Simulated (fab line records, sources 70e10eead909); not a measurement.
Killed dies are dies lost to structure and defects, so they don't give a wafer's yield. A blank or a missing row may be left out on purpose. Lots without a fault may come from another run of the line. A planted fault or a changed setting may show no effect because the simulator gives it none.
fab line records | flow nand_harc
record lots=6 wafers=18 last_day=34
route steps=1302 shown A_STAIRCASE@774 END@1302
lots that met no fault: from a run of the same line without faults
start_h: hours from the record's first day to the start of the lot's first wafer shown | wait_h: hours since the lot's step before | " the same as in the row above | L1.1+2: a row that stands for several wafers | - no value, or no start given | * or withheld: withheld | < > ~ a bound
route shown NAME@n: a module of which the file shows steps, and the number in the route of the first | usual: mean/standard deviation of fault-free wafers | same: alike in all rows | chamber/n: place in a boat | sites: the reading at each site | _std_site: their standard deviation | _edge_site: outer sites' mean less inner sites' | radius_mm: how far each site lies from the wafer's centre | mask NAME#n: copy n | behind: the tool/chamber that last shaped the wafer | hold: why the lot was held/for how many hours/how that ended | device: the transistor (n, p or np) that didn't switch | end of line: the same wafers' tests at the end of the route | a step without rows: its recipe alone | killed: dies lost to structure and defects at the first sort, not the wafer's yield | map: a wafer's dies, x killed, . not, _ none there
set.NAME: the setting as run; set.NAME@STEP: as run at that earlier step | model.NAME: the simulator's own value behind a step, which no gauge read
lots at some steps of the route; a table a step, a row a wafer
services: from which hour (start_h, from the record's first day; less than 0 if before it) a tool's chamber was out of use, for how many hours, and why
## steps
# step NHARC_A_STAIRCASE_DEHYDRATE_260
# recipe temp_c=150 time_s=120
# step NHARC_A_STAIRCASE_HMDS_261
# recipe time_s=30
# step NHARC_A_STAIRCASE_COAT_262
# recipe spin_rpm=1200
# step NHARC_A_STAIRCASE_SOFTBAKE_263
# recipe temp_c=135 time_s=170
# step NHARC_A_STAIRCASE_EBR_264
# step NHARC_A_STAIRCASE_EXPOSE_265
# recipe na=0.5 dose_mj=25.01 mask_id=CHOP_200
# step NHARC_A_STAIRCASE_PEB_266
# recipe peb_temp_c=115 peb_time_s=130
# step NHARC_A_STAIRCASE_DEVELOP_267
# recipe time_s=140
# step NHARC_A_STAIRCASE_HARDBAKE_269
# recipe temp_c=120 time_s=140
# step NHARC_A_STAIRCASE_DESCUM_270
# recipe time_s=3 o2_flow_sccm=200 ar_flow_sccm=0 bias_power_w=0 chemistry=O2
# usual drypump_motor_current_A=5.6/0.4 mfc_ar_sccm=0.009/0.011 oes_product_au=1.002/0.0099 rf_vpp_V=57.7/0.83 showerhead_plenum_p_Torr=1.91/0.094 throttle_valve_pct=11.312/0.0096
# columns lot.wafer tool chamber start_h wait_h drypump_motor_current_A mfc_ar_sccm oes_product_au rf_hours_counter_h rf_vpp_V showerhead_plenum_p_Torr throttle_valve_pct
L206.1 rie_diel-01 0 394.20 - 5.4 0.008 0.999 0 59.3 1.93 11.306
L206.6 " 2 " " 5.9 0.009 1.010 - 57.2 2.04 11.315
L206.4 " 3 " " 5.1 0 1.002 - 57.3 1.89 11.312
L207.3 rie_diel-13 2 401.69 - 5.6 0.025 1.015 12 56.8 1.88 11.304
L207.4 " 3 " " 5.7 0 1.006 11 57.7 1.88 11.316
L207.2 " 1 " " 5.5 0 0.999 19 57.3 1.85 11.307
L214.4 rie_diel-01 1 484.50 - 6.2 0 0.995 26 59.4 2.03 11.325
L214.1 " 3 " " 5.1 0 1.000 29 58.4 1.88 11.318
L214.5 " 1 " " 6.2 0 1.002 - 58.3 2.03 11.295
L215.4 rie_diel-13 3 485.88 - 5.7 0 0.992 38 57.6 1.87 11.304
L215.3 " 1 " " 5.5 0 0.988 46 57.2 1.84 11.319
L215.6 " 3 " " 5.7 0 0.980 - 58.5 1.87 11.307
L221.3 rie_diel-05 0 558.92 - 5.6 0.025 1.027 41 57.9 2.04 11.306
L221.5 " 1 " " 5.3 0.003 1.006 - 57.9 1.80 11.304
L221.6 " 2 " " 6.4 0 1.008 - 57.2 1.77 11.313
L226.4 rie_diel-05 3 608.73 - 5.2 0.029 1.015 3 57.7 1.95 11.309
L226.3 " 1 " " 5.3 0.003 1.008 3 58.6 1.80 11.298
L226.6 " 0 " " 5.6 0.025 1.009 - 57.9 2.04 11.321
# step NHARC_A_STAIRCASE_ETCH_271
# recipe cf4_flow_sccm=100 chf3_flow_sccm=30 ar_flow_sccm=0 rf_w=500 bias_w=200 chemistry=CF4/CHF3
# usual cf4_flow_sccm=100.1/0.34 drypump_motor_current_A=5.6/0.41 mfc_ar_sccm=0.009/0.011 oes_product_au=0.955/0.022 rf_vpp_V=370.3/2.8 showerhead_plenum_p_Torr=1.57/0.074 throttle_valve_pct=16.803/0.0099
# columns lot.wafer tool chamber start_h wait_h cf4_flow_sccm drypump_motor_current_A mfc_ar_sccm oes_product_au rf_hours_counter_h rf_vpp_V showerhead_plenum_p_Torr throttle_valve_pct
L206.1 rie_diel-01 3 394.40 0.2 100.3 5.0 0 0.956 0 370.1 1.56 16.821
L206.4 " 2 " " 99.7 6.0 0.009 0.939 - 374.7 1.67 16.815
L206.6 " 3 " " 100.6 5.1 0 0.944 - 369.4 1.56 16.801
L207.3 rie_diel-13 3 401.78 0.1 100.8 5.7 0 0.929 11 369.6 1.55 16.803
L207.2 " 0 " " 100.0 5.3 0.002 0.925 18 367.6 1.48 16.800
L207.4 " 1 " " 100.0 5.5 0 0.915 19 367.6 1.52 16.818
L214.4 rie_diel-01 0 484.59 0.1 100.0 5.4 0.008 0.992 33 369.7 1.58 16.784
L214.1 " 1 " " 99.6 6.2 0 0.966 26 374.4 1.67 16.820
L214.5 " 0 " " 99.8 5.3 0.008 0.992 - 369.0 1.58 16.798
L215.3 rie_diel-13 3 486.26 0.4 100.2 5.7 0 0.941 38 370.0 1.54 16.798
L215.4 " 2 " " 99.8 5.6 0.025 0.946 33 369.3 1.55 16.797
L215.6 " 0 " " 99.5 5.3 0.002 0.950 - 367.4 1.48 16.808
L221.3 rie_diel-05 3 559.07 0.1 100.1 5.2 0.029 0.959 39 370.5 1.61 16.822
L221.5 " 2 " " 100.2 6.5 0 0.930 - 365.9 1.46 16.803
L221.6 " 3 " " 100.3 5.2 0.029 0.952 - 372.3 1.61 16.790
L226.3 rie_diel-05 1 608.81 0.1 99.9 5.3 0.003 0.977 3 368.7 1.49 16.802
L226.4 " 2 " " 100.1 6.5 0 0.968 3 374.7 1.70 16.795
L226.6 " 1 " " 100.2 5.3 0.003 0.983 - 366.5 1.49 16.820
# step NHARC_A_STAIRCASE_HM_OPEN_457
# recipe o2_flow_sccm=400 cos_flow_sccm=20 ar_flow_sccm=0 rf_w=500 bias_w=300 chemistry=O2/COS
# usual bias_w=300.0/0.97 chamber_pressure_mTorr=20.002/0.018 cos_flow_sccm=20.00/0.064 drypump_motor_current_A=5.6/0.4 mfc_ar_sccm=0.009/0.011 oes_product_au=1.002/0.0085 rf_vpp_V=467/3.2 showerhead_plenum_p_Torr=3.12/0.15 throttle_valve_pct=28.330/0.009
# columns lot.wafer tool chamber start_h wait_h bias_w chamber_pressure_mTorr cos_flow_sccm drypump_motor_current_A mfc_ar_sccm oes_product_au rf_hours_counter_h rf_vpp_V showerhead_plenum_p_Torr throttle_valve_pct
L206.1 rie_diel-01 2 394.52 - 300.8 19.979 20.05 6.0 0.009 1.004 1 471 3.32 28.342
L206.4 " 2 " " 299.5 20.005 20.07 6.0 0.009 1.008 - 470 3.32 28.327
L206.6 " 0 " " 299.2 20.018 19.99 5.4 0.008 1.006 - 466 3.14 28.317
L207.3 rie_diel-13 3 401.89 - 300.4 20.010 20.07 5.7 0 0.995 11 465 3.07 28.327
L207.2 " 0 " " 299.8 19.984 19.87 5.3 0.002 1.003 18 464 2.94 28.332
L207.4 " 2 " " 298.7 19.983 19.89 5.6 0.025 0.993 12 467 3.08 28.333
L214.4 rie_diel-01 0 484.70 - - - - - - - - - - -
L214.1 " 1 " " - - - - - - - - - -
L214.5 " 0 " " - - - - - - - - - -
L215.3 rie_diel-13 3 486.40 - - - - - - - - - - -
L215.4 " 1 " " - - - - - - - - - -
L215.6 " 3 " " - - - - - - - - - -
L221.3 rie_diel-05 0 559.18 - 299.9 19.999 20.06 5.6 0.025 1.023 41 471 3.32 28.319
L221.5 " 0 " " 300.5 20.036 19.99 5.6 0.025 1.016 - 472 3.32 28.339
L221.6 " 1 " " 300.3 20.008 20.00 5.3 0.003 1.003 - 463 2.95 28.319
L226.3 rie_diel-05 0 608.93 - 301.2 20.017 20.15 5.6 0.025 1.006 3 472 3.32 28.321
L226.4 " 3 " " 298.7 19.992 20.17 5.2 0.029 1.015 3 469 3.18 28.317
L226.6 " 0 " " 299.8 19.997 20.02 5.6 0.025 1.010 - 470 3.32 28.321
# step NHARC_A_STAIRCASE_STRIP_458
# recipe o2_flow_sccm=400 cos_flow_sccm=20 ar_flow_sccm=0 bias_w=0 chemistry=O2/COS
# step NHARC_END_SORT_01
# recipe temp_c=25
# usual killed_at_array=59/24 killed_at_other=0.7/1.2 killed_at_periphery=3.5/2.6 killed_dies=63/24 killed_open=3.2/2.1 killed_short=2.4/1.5
# same gross_dies=677
# columns lot.wafer tool chamber start_h wait_h hold killed_at_array killed_at_other killed_at_periphery killed_dies killed_open killed_short
L207.2 prober-02 0 582.32 2.8 - 32 0 1 33 1 1
L207.3 prober-02 0 583.11 3.1 - 24 0 4 28 3 3
L207.4 prober-02 0 583.90 3.4 - 35 0 3 38 5 2
L206.1 prober-02 0 592.25 2.5 - 95 0 8 103 5 1
L206.4 prober-02 0 594.69 3.5 - 109 0 4 113 9 3
L206.6 prober-02 0 596.33 4.1 - 117 0 4 121 2 2
L214.1 prober-02 0 681.41 2.5 await_dispo/3.0h/scrap 676 0 1 677 2 4
L214.4 prober-02 0 683.83 3.4 await_dispo/3.0h/scrap 674 0 3 677 2 3
L214.5 prober-02 0 684.64 3.7 await_dispo/3.0h/scrap 676 0 1 677 5 1
L215.3 prober-01 0 683.05 3.1 await_dispo/2.3h/scrap 673 0 4 677 2 2
L215.4 prober-01 0 683.86 3.4 await_dispo/2.3h/scrap 674 0 3 677 4 2
L215.6 prober-01 0 685.49 4.1 await_dispo/2.3h/scrap 674 0 3 677 1 2
L221.3 prober-01 0 746.83 3.1 - 85 0 2 87 1 1
L221.5 prober-01 0 748.44 3.7 - 92 0 2 94 4 3
L221.6 prober-01 0 749.24 4.0 - 103 0 3 106 2 6
# killed by level:class
L207.2 A_CHANNEL_HOLE_D2:chamber_film_flake=15 A_CONTACT:chamber_film_flake=5 A_CHANNEL_FILL_D1:chamber_film_flake=4 A_CHANNEL_HOLE_D1:chamber_film_flake=3 A_STAIRCASE:chamber_film_flake=2 A_CHANNEL_HOLE_D1:geometric_particle:open=1 A_CHANNEL_FILL_D2:geometric_particle:short=1 P_STI:chamber_film_flake=1
L207.3 A_CHANNEL_HOLE_D2:chamber_film_flake=6 A_STAIRCASE:chamber_film_flake=5 P_STI:chamber_film_flake=3 A_CONTACT:chamber_film_flake=3 A_ONON_D1:geometric_particle:open=2 A_CHANNEL_HOLE_D1:chamber_film_flake=2 A_ONON_D1:geometric_particle:short=1 A_DECK1_JOINT:geometric_particle:short=1
L207.4 A_CHANNEL_HOLE_D2:chamber_film_flake=12 A_STAIRCASE:chamber_film_flake=5 A_CHANNEL_FILL_D1:chamber_film_flake=4 A_CONTACT:chamber_film_flake=4 A_WL_FILL:chamber_film_flake=3 P_GATE:geometric_particle:open=1 A_ONON_D1:geometric_particle:open=1 A_ONON_D2:geometric_particle:open=1
L206.1 A_SLIT:chamber_film_flake=28 A_CHANNEL_HOLE_D2:chamber_film_flake=25 A_CHANNEL_HOLE_D1:chamber_film_flake=24 A_CONTACT:chamber_film_flake=11 P_M1:chamber_film_flake=4 A_STAIRCASE:chamber_film_flake=3 P_CONTACT:geometric_particle:open=2 P_ZERO_WELL:geometric_particle:open=1
L206.4 A_CHANNEL_HOLE_D2:chamber_film_flake=34 A_CHANNEL_HOLE_D1:chamber_film_flake=28 A_SLIT:chamber_film_flake=21 A_STAIRCASE:chamber_film_flake=5 A_CONTACT:chamber_film_flake=5 A_ONON_D1:geometric_particle:open=4 A_BONDPAD:chamber_film_flake=3 A_M0:geometric_particle:open=2
L206.6 A_CHANNEL_HOLE_D1:chamber_film_flake=39 A_CHANNEL_HOLE_D2:chamber_film_flake=36 A_SLIT:chamber_film_flake=28 A_CONTACT:chamber_film_flake=7 A_STAIRCASE:chamber_film_flake=3 P_M1:chamber_film_flake=2 P_M2:geometric_particle:short=1 A_CHANNEL_FILL_D1:geometric_particle:open=1
L214.1 A_STAIRCASE:area_open=628 A_SLIT:chamber_film_flake=33 A_CHANNEL_HOLE_D1:chamber_film_flake=5 A_CHANNEL_HOLE_D2:chamber_film_flake=2 A_STAIRCASE:chamber_film_flake=2 P_M1:geometric_particle:open=1 A_CHANNEL_HOLE_D1:geometric_particle:short=1 A_DECK1_JOINT:geometric_particle:short=1
L215.3 A_STAIRCASE:area_open=593 A_CHANNEL_HOLE_D1:chamber_film_flake=37 A_SLIT:chamber_film_flake=19 A_CHANNEL_HOLE_D2:chamber_film_flake=13 P_STI:chamber_film_flake=3 A_CONTACT:chamber_film_flake=2 A_ONON_D1:geometric_particle:open=1 A_DECK1_JOINT:geometric_particle:short=1
L214.4 A_STAIRCASE:area_open=626 A_SLIT:chamber_film_flake=32 A_CHANNEL_HOLE_D1:chamber_film_flake=8 A_ONON_D1:geometric_particle:short=2 A_CHANNEL_HOLE_D2:chamber_film_flake=2 P_GATE:geometric_particle:open=1 P_CONTACT:geometric_particle:open=1 A_CHANNEL_FILL_D1:geometric_particle:short=1
L215.4 A_STAIRCASE:area_open=590 A_CHANNEL_HOLE_D1:chamber_film_flake=33 A_SLIT:chamber_film_flake=20 A_CHANNEL_HOLE_D2:chamber_film_flake=15 A_CONTACT:chamber_film_flake=4 P_STI:chamber_film_flake=2 A_DECK1_JOINT:chamber_film_flake=2 A_STAIRCASE:chamber_film_flake=2
L214.5 A_STAIRCASE:area_open=639 A_SLIT:chamber_film_flake=20 A_CHANNEL_HOLE_D1:chamber_film_flake=4 A_CONTACT:chamber_film_flake=4 A_DECK1_JOINT:chamber_film_flake=2 P_M2:geometric_particle:short=1 A_ONON_D1:geometric_particle:open=1 A_DECK1_JOINT:geometric_particle:open=1
L215.6 A_STAIRCASE:area_open=578 A_CHANNEL_HOLE_D1:chamber_film_flake=35 A_SLIT:chamber_film_flake=32 A_CHANNEL_HOLE_D2:chamber_film_flake=14 A_CONTACT:chamber_film_flake=8 A_WL_FILL:chamber_film_flake=3 P_STI:chamber_film_flake=2 P_M1:geometric_particle:open=1
L221.3 A_CHANNEL_HOLE_D1:chamber_film_flake=36 A_SLIT:chamber_film_flake=25 A_CHANNEL_HOLE_D2:chamber_film_flake=15 A_ZERO_WELL:chamber_film_flake=2 A_DECK1_JOINT:chamber_film_flake=2 A_STAIRCASE:chamber_film_flake=2 P_M0:geometric_particle:open=1 A_CHANNEL_FILL_D1:geometric_particle:short=1
L221.5 A_SLIT:chamber_film_flake=32 A_CHANNEL_HOLE_D1:chamber_film_flake=29 A_CHANNEL_HOLE_D2:chamber_film_flake=18 A_STAIRCASE:chamber_film_flake=3 A_CHANNEL_FILL_D2:geometric_particle:open=2 A_CHANNEL_FILL_D1:chamber_film_flake=2 A_CONTACT:chamber_film_flake=2 P_STI:geometric_particle:short=1
L221.6 A_SLIT:chamber_film_flake=35 A_CHANNEL_HOLE_D2:chamber_film_flake=28 A_CHANNEL_HOLE_D1:chamber_film_flake=27 A_CONTACT:chamber_film_flake=3 A_WL_FILL:geometric_particle:short=2 P_GATE:chamber_film_flake=2 P_M0:geometric_particle:short=1 A_DECK1_JOINT:geometric_particle:short=1
# map L214.1 (x killed, . not)
____________x____________
_________xxxxxxx_________
_______xxxxxxxxxxx_______
______xxxxxxxxxxxxx______
_____xxxxxxxxxxxxxxx_____
____xxxxxxxxxxxxxxxxx____
____xxxxxxxxxxxxxxxxx____
___xxxxxxxxxxxxxxxxxxx___
___xxxxxxxxxxxxxxxxxxx___
__xxxxxxxxxxxxxxxxxxxxx__
__xxxxxxxxxxxxxxxxxxxxx__
_xxxxxxxxxxxxxxxxxxxxxxx_
_xxxxxxxxxxxxxxxxxxxxxxx_
_xxxxxxxxxxxxxxxxxxxxxxx_
_xxxxxxxxxxxxxxxxxxxxxxx_
_xxxxxxxxxxxxxxxxxxxxxxx_
xxxxxxxxxxxxxxxxxxxxxxxxx
xxxxxxxxxxxxxxxxxxxxxxxxx
xxxxxxxxxxxxxxxxxxxxxxxxx
xxxxxxxxxxxxxxxxxxxxxxxxx
xxxxxxxxxxxxxxxxxxxxxxxxx
_xxxxxxxxxxxxxxxxxxxxxxx_
_xxxxxxxxxxxxxxxxxxxxxxx_
_xxxxxxxxxxxxxxxxxxxxxxx_
_xxxxxxxxxxxxxxxxxxxxxxx_
_xxxxxxxxxxxxxxxxxxxxxxx_
__xxxxxxxxxxxxxxxxxxxxx__
__xxxxxxxxxxxxxxxxxxxxx__
___xxxxxxxxxxxxxxxxxxx___
___xxxxxxxxxxxxxxxxxxx___
____xxxxxxxxxxxxxxxxx____
____xxxxxxxxxxxxxxxxx____
_____xxxxxxxxxxxxxxx_____
______xxxxxxxxxxxxx______
_______xxxxxxxxxxx_______
_________xxxxxxx_________
____________x____________
# map L215.3 (x killed, . not)
____________x____________
_________xxxxxxx_________
_______xxxxxxxxxxx_______
______xxxxxxxxxxxxx______
_____xxxxxxxxxxxxxxx_____
____xxxxxxxxxxxxxxxxx____
____xxxxxxxxxxxxxxxxx____
___xxxxxxxxxxxxxxxxxxx___
___xxxxxxxxxxxxxxxxxxx___
__xxxxxxxxxxxxxxxxxxxxx__
__xxxxxxxxxxxxxxxxxxxxx__
_xxxxxxxxxxxxxxxxxxxxxxx_
_xxxxxxxxxxxxxxxxxxxxxxx_
_xxxxxxxxxxxxxxxxxxxxxxx_
_xxxxxxxxxxxxxxxxxxxxxxx_
_xxxxxxxxxxxxxxxxxxxxxxx_
xxxxxxxxxxxxxxxxxxxxxxxxx
xxxxxxxxxxxxxxxxxxxxxxxxx
xxxxxxxxxxxxxxxxxxxxxxxxx
xxxxxxxxxxxxxxxxxxxxxxxxx
xxxxxxxxxxxxxxxxxxxxxxxxx
_xxxxxxxxxxxxxxxxxxxxxxx_
_xxxxxxxxxxxxxxxxxxxxxxx_
_xxxxxxxxxxxxxxxxxxxxxxx_
_xxxxxxxxxxxxxxxxxxxxxxx_
_xxxxxxxxxxxxxxxxxxxxxxx_
__xxxxxxxxxxxxxxxxxxxxx__
__xxxxxxxxxxxxxxxxxxxxx__
___xxxxxxxxxxxxxxxxxxx___
___xxxxxxxxxxxxxxxxxxx___
____xxxxxxxxxxxxxxxxx____
____xxxxxxxxxxxxxxxxx____
_____xxxxxxxxxxxxxxx_____
______xxxxxxxxxxxxx______
_______xxxxxxxxxxx_______
_________xxxxxxx_________
____________x____________
## services
# columns tool chamber start_h hours kind
rie_diel-01 1 370.55 30.6 repair
rie_diel-13 0 375.68 - clean
rie_diel-13 1 375.68 - clean
rie_diel-13 2 375.68 - clean
rie_diel-13 3 375.68 - clean
rie_diel-01 - 380.95 9.0 pm
rie_diel-01 0 380.95 9.0 vent_cycle
rie_diel-01 2 380.95 9.0 vent_cycle
rie_diel-01 3 380.95 9.0 vent_cycle
rie_diel-05 0 386.57 - clean
rie_diel-05 1 386.57 - clean
rie_diel-05 2 386.57 - clean
rie_diel-05 3 386.57 - clean
rie_diel-05 - 406.63 9.0 pm
rie_diel-01 - 431.97 0.4 repair
rie_diel-13 2 445.07 16.4 repair
rie_diel-01 3 452.02 15.6 repair
rie_diel-13 0 499.96 6.0 repair
rie_diel-05 3 519.22 5.4 repair
rie_diel-13 - 520.19 9.0 pm
rie_diel-01 - 557.95 9.0 pm
rie_diel-05 - 583.68 9.0 pm
rie_diel-01 3 587.32 13.6 repair
rie_diel-01 1 607.46 7.0 repair
## key
first_sign step=NHARC_A_STAIRCASE_HM_OPEN_457 reading=tool_record direction=missing
effect step=NHARC_END_SORT_01 reading=killed_at_array direction=up sigmas=26 usual=59 struck=674
more_kills_born_at NHARC_A_STAIRCASE_HM_OPEN_457@rie_diel-01=1890 NHARC_A_STAIRCASE_HM_OPEN_457@rie_diel-13=1762
met_at NHARC_A_STAIRCASE_HM_OPEN_457
struck_wafers L214.1,L214.4,L214.5,L215.3,L215.4,L215.6
later_rows_left_out L214.1,L214.4,L214.5,L215.3,L215.4,L215.6
tester_left_out L214,L215
onset_between 401.89 484.70
fault kind=skipped_step_whole tool=rie_diel-01,rie_diel-13 chamber=- onset_h=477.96 steps=NHARC_A_STAIRCASE_HM_OPEN_457 scope=struck_lots_only
# tester_left_out: of these lots the tester's yield and bins aren't shown, on N5 and GAA mostly nor the transistor test; their killed dies are dies lost to structure and defects alone, not to doping, threshold or leakage, so they don't give the yield
# later_rows_left_out: the simulator's readings of these wafers behind a module that went badly wrong aren't trusted and aren't shown, but for the sort
